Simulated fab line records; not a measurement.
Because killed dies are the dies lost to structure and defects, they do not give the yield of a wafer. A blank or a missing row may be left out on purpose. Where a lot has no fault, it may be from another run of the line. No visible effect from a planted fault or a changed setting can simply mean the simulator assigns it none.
A sampling plan put to the test || flow n5-finfet || each of the 18 faults these records tell of, on one fab line, judged from the records of the lots it struck
The plan consists of the line's own looks: route steps at which the wafer is read by a gauge or an inspection but not changed. A look can be judged if struck wafers have a number there and the file gives its usual mean and standard deviation on fault-free wafers. Caught: 4 or more of those standard deviations (sigma) separate the usual mean from the mean of the struck wafers at a look after the fault's first step. On the tool: the identical test, applied to the tool's own readings at the steps of the fault. Caught also covers a different recipe on the struck wafers, or a record left blank for those wafers only.

## THE FAULTS, as the simulator had put them in
1. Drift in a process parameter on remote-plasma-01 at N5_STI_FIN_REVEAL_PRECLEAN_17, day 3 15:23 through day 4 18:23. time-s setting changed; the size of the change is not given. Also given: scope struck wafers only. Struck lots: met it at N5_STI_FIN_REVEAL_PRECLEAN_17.
2. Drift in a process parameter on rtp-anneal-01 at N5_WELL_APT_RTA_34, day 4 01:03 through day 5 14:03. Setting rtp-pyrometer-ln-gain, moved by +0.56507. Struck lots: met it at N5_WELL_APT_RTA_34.
3. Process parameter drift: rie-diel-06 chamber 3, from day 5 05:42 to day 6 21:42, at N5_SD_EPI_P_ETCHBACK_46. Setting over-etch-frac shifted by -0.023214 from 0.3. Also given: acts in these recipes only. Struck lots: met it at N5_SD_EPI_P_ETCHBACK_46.
4. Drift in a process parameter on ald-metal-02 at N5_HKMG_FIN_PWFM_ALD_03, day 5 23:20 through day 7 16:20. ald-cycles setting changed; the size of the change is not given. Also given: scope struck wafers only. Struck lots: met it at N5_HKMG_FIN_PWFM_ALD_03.
5. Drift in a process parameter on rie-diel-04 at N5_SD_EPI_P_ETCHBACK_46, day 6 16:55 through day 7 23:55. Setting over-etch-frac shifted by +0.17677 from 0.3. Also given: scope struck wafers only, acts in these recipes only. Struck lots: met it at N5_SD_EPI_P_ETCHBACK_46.
6. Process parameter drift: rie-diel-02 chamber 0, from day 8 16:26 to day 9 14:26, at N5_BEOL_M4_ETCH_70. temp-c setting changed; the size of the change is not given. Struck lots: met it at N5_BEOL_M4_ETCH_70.
7. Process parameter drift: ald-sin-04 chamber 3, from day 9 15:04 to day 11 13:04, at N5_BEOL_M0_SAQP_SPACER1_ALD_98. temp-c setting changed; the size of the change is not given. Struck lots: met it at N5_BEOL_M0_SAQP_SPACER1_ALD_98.
8. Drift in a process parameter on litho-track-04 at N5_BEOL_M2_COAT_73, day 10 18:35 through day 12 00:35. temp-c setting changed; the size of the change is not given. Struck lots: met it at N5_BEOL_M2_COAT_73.
9. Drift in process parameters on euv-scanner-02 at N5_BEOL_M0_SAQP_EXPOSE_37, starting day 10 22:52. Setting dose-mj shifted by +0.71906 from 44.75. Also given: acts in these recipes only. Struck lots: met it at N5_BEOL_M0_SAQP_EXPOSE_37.
10. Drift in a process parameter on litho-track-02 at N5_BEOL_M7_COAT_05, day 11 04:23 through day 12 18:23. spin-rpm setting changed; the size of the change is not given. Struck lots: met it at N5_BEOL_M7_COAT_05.
11. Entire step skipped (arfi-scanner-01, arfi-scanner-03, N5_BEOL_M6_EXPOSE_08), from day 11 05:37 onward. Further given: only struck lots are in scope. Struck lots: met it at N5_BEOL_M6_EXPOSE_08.
12. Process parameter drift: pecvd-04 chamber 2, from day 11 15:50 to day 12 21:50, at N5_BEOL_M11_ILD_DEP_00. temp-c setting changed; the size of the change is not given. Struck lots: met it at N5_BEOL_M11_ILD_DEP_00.
13. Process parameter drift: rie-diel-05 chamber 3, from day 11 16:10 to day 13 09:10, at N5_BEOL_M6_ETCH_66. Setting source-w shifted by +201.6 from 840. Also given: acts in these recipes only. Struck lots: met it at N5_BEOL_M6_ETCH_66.
14. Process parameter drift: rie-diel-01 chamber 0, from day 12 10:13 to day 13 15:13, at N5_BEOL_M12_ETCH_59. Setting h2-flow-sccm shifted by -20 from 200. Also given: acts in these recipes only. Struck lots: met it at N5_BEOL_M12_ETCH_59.
15. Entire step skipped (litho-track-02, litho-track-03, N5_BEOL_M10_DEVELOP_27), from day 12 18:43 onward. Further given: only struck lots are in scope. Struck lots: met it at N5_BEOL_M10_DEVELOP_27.
16. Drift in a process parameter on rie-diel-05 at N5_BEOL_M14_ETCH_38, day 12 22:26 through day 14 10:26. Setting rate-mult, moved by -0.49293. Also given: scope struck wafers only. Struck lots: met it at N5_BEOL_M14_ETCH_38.
17. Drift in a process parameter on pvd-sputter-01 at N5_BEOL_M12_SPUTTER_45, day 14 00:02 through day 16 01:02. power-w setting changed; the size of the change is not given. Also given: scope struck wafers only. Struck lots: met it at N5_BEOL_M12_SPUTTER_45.
18. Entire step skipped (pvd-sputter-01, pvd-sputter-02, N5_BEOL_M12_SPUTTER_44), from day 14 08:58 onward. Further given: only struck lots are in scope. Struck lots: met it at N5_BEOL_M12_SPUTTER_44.

## WHAT THE PLAN SAW
{"fault": 1, "on the tool itself": "no reading that can be judged", "first look that catches it": "not the one look that can be judged after it", "reading, sigma": "-", "median hours from its first step to that look": "-", "hours from the fault's start to the first struck lot there": "-", "judged looks passed uncaught": 1}
{"fault": 2, "on the tool itself": "lamp_zone_3_pct -67 sigma", "first look that catches it": "N5_BEOL_M4_RC_MEAS_101", "reading, sigma": "IOFF_N_LONG +8.3", "median hours from its first step to that look": 149.5, "hours from the fault's start to the first struck lot there": 154, "judged looks passed uncaught": 0}
{"fault": 3, "on the tool itself": "under 2 sigma", "first look that catches it": "not the one look that can be judged after it", "reading, sigma": "-", "median hours from its first step to that look": "-", "hours from the fault's start to the first struck lot there": "-", "judged looks passed uncaught": 1}
{"fault": 4, "on the tool itself": "under 2 sigma", "first look that catches it": "none of the 2 looks that can be judged after it", "reading, sigma": "-", "median hours from its first step to that look": "-", "hours from the fault's start to the first struck lot there": "-", "judged looks passed uncaught": 2}
{"fault": 5, "on the tool itself": "under 2 sigma", "first look that catches it": "not the one look that can be judged after it", "reading, sigma": "-", "median hours from its first step to that look": "-", "hours from the fault's start to the first struck lot there": "-", "judged looks passed uncaught": 1}
{"fault": 6, "on the tool itself": "temp-c -36 sigma", "first look that catches it": "not the one look that can be judged after it", "reading, sigma": "-", "median hours from its first step to that look": "-", "hours from the fault's start to the first struck lot there": "-", "judged looks passed uncaught": 1}
{"fault": 7, "on the tool itself": "susceptor-temp-C +60 sigma", "first look that catches it": "not the one look that can be judged after it", "reading, sigma": "-", "median hours from its first step to that look": "-", "hours from the fault's start to the first struck lot there": "-", "judged looks passed uncaught": 1}
{"fault": 8, "on the tool itself": "plate-temp-C +90 sigma", "first look that catches it": "none of the 2 looks that can be judged after it", "reading, sigma": "-", "median hours from its first step to that look": "-", "hours from the fault's start to the first struck lot there": "-", "judged looks passed uncaught": 2}
{"fault": 9, "on the tool itself": "exposure-dose-mJ-cm2 +13 sigma", "first look that catches it": "none of the 2 looks that can be judged after it", "reading, sigma": "-", "median hours from its first step to that look": "-", "hours from the fault's start to the first struck lot there": "-", "judged looks passed uncaught": 2}
{"fault": 10, "on the tool itself": "spin-speed-rpm +99 or beyond sigma", "first look that catches it": "not the one look that can be judged after it", "reading, sigma": "-", "median hours from its first step to that look": "-", "hours from the fault's start to the first struck lot there": "-", "judged looks passed uncaught": 1}
{"fault": 11, "on the tool itself": "no reading that can be judged", "first look that catches it": "no look after it can be judged", "reading, sigma": "-", "median hours from its first step to that look": "-", "hours from the fault's start to the first struck lot there": "-", "judged looks passed uncaught": 0}
{"fault": 12, "on the tool itself": "susceptor-temp-C -16 sigma", "first look that catches it": "no look after it can be judged", "reading, sigma": "-", "median hours from its first step to that look": "-", "hours from the fault's start to the first struck lot there": "-", "judged looks passed uncaught": 0}
{"fault": 13, "on the tool itself": "rf-fwd-power-W +77 sigma", "first look that catches it": "no look after it can be judged", "reading, sigma": "-", "median hours from its first step to that look": "-", "hours from the fault's start to the first struck lot there": "-", "judged looks passed uncaught": 0}
{"fault": 14, "on the tool itself": "h2-flow-sccm -34 sigma", "first look that catches it": "no look after it can be judged", "reading, sigma": "-", "median hours from its first step to that look": "-", "hours from the fault's start to the first struck lot there": "-", "judged looks passed uncaught": 0}
{"fault": 15, "on the tool itself": "the tool's record is blank for the struck wafers", "first look that catches it": "no look after it can be judged", "reading, sigma": "-", "median hours from its first step to that look": "-", "hours from the fault's start to the first struck lot there": "-", "judged looks passed uncaught": 0}
{"fault": 16, "on the tool itself": "only faintly: oes-product-au -3.9 sigma", "first look that catches it": "not the one look that can be judged after it", "reading, sigma": "-", "median hours from its first step to that look": "-", "hours from the fault's start to the first struck lot there": "-", "judged looks passed uncaught": 1}
{"fault": 17, "on the tool itself": "cathode-dc-power-W +99 or beyond sigma", "first look that catches it": "no look after it can be judged", "reading, sigma": "-", "median hours from its first step to that look": "-", "hours from the fault's start to the first struck lot there": "-", "judged looks passed uncaught": 0}
{"fault": 18, "on the tool itself": "the tool's record is blank for the struck wafers", "first look that catches it": "not the one look that can be judged after it", "reading, sigma": "-", "median hours from its first step to that look": "-", "hours from the fault's start to the first struck lot there": "-", "judged looks passed uncaught": 1}
Dash: fault not caught, or number not given in these records.

Caught at a look: 1 of 18. Caught on the tool: 12 of 18. By one or the other: 12 of 18.
Faults caught by the tool alone: 6, 7, 8, 9, 10, 12, 13, 14, 15, 17, 18.
Caught by neither: faults 1, 3, 4, 5, 11, 16.

## THINNER SAMPLING
Were the look that catches a fault to measure just every second or every third lot (counted by lot number), the first struck lot would, at worst, be measured this late:
{"fault": 2, "struck lots at that look, in order of time": "L537, L542", "every lot": "154 h", "every second lot": "180 h", "every third lot": "may miss all 2"}
Hours are from the fault's start to the first struck lot that is measured. 4 sigma limit: tested on the pooled struck wafers, so a lone lot may be under it. Other struck lots may not be in these records.

## THE LONGEST TIMED WAY FROM STEP TO LOOK
For fault 2, N5_WELL_APT_RTA_34 and N5_BEOL_M4_RC_MEAS_101 are separated by a median of 149.5 hours. No look between them can be judged.
